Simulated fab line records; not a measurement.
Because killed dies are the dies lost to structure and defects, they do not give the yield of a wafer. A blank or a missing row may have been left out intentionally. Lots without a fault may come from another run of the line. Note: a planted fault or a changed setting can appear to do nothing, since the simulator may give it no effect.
One fault seen from 2 desks + flow nand harc + each desk holds nothing but its own numbers, with what lay behind them at the end

## THE DEFECT DESK
For each lot, the counts of the inspections along the route, averaged over the sampled wafers that have a number. Any lot whose mean is over 4 standard deviations away from the usual mean is out of limits and marked OUT; that distance is given in the brackets.
Columns: A = raw defect count at NHARC_A_WL_FILL_INSPECT_15, usual 483
| lot  | first seen here | A   |
|------|-----------------|-----|
| L109 | day 21 10:29    | 528 |
| L112 | day 21 23:10    | 430 |
| L111 | day 22 10:37    | 460 |
| L114 | day 23 03:01    | 486 |
| L115 | day 23 17:58    | 333 |
| L118 | day 24 16:32    | 466 |
| L117 | day 24 19:43    | 327 |
| L119 | day 25 05:43    | 577 |
| L126 | day 28 09:41    | 566 |
| L127 | day 28 23:18    | 389 |
| L129 | day 29 15:50    | 615 |
| L130 | day 29 15:54    | 451 |
| L131 | day 30 14:13    | 435 |
| L132 | day 31 07:10    | 581 |
Finding of this desk: none of the 14 lots has anything out of limits.

## FOR THE TOOL OWNER'S DESK: rie metal-01
The tool's own readings at NHARC_A_WL_FILL_ETCHBACK_17 (etches the open film in Cl2/BCl3, target depth 4 nm, time 26.7 s): means of the sampled wafers that have a number, for each lot that ran on this tool. Any lot whose mean is over 4 standard deviations away from the usual mean is out of limits and marked OUT; that distance is given in the brackets.
Columns: A = drypump motor current A at NHARC_A_WL_FILL_ETCHBACK_17, usual 5.68 A; B = oes product au at NHARC_A_WL_FILL_ETCHBACK_17, usual 1.001 a.u.; C = run length s at NHARC_A_WL_FILL_ETCHBACK_17, usual 48.1 s
| lot  | first seen here | A    | B     | C              |
|------|-----------------|------|-------|----------------|
| L109 | day 21 03:56    | 5.86 | 1.001 | 48.2           |
| L115 | day 23 11:40    | 5.77 | 0.994 | 48.1           |
| L118 | day 24 10:08    | 5.82 | 1.001 | 43.4 (-14) OUT |
| L117 | day 24 13:23    | 5.87 | 0.995 | 43.7 (-13) OUT |
| L127 | day 28 18:52    | 5.89 | 0.993 | 47.9           |
| L130 | day 29 09:37    | 5.85 | 1.007 | 48.1           |
| L131 | day 30 07:46    | 5.76 | 1.005 | 48.0           |
This desk's finding: out of limits on L117, L118; first on L118, day 24 10:08 (run length s at NHARC_A_WL_FILL_ETCHBACK_17). L109, L115, L127, L130, L131 stayed within limits.

## ALL TOGETHER
An alarm could have come from the tool owner's desk at day 24 10:08, on L117, L118.
The defect desk saw nothing out of limits.
The defect desk has L117, L118 on record, within its limits.
All the named lots went through NHARC_A_WL_FILL_ETCHBACK_17 on rie metal-01.

## WHAT WAS PUT IN BY THE SIMULATOR
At NHARC_A_WL_FILL_ETCHBACK_17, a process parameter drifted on rie metal-01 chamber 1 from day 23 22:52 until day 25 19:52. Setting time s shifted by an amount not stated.
Struck lots among those shown: L117, L118.
Delay in hours, fault start to first out-of-limits reading, by desk: the tool owner's desk at 11.
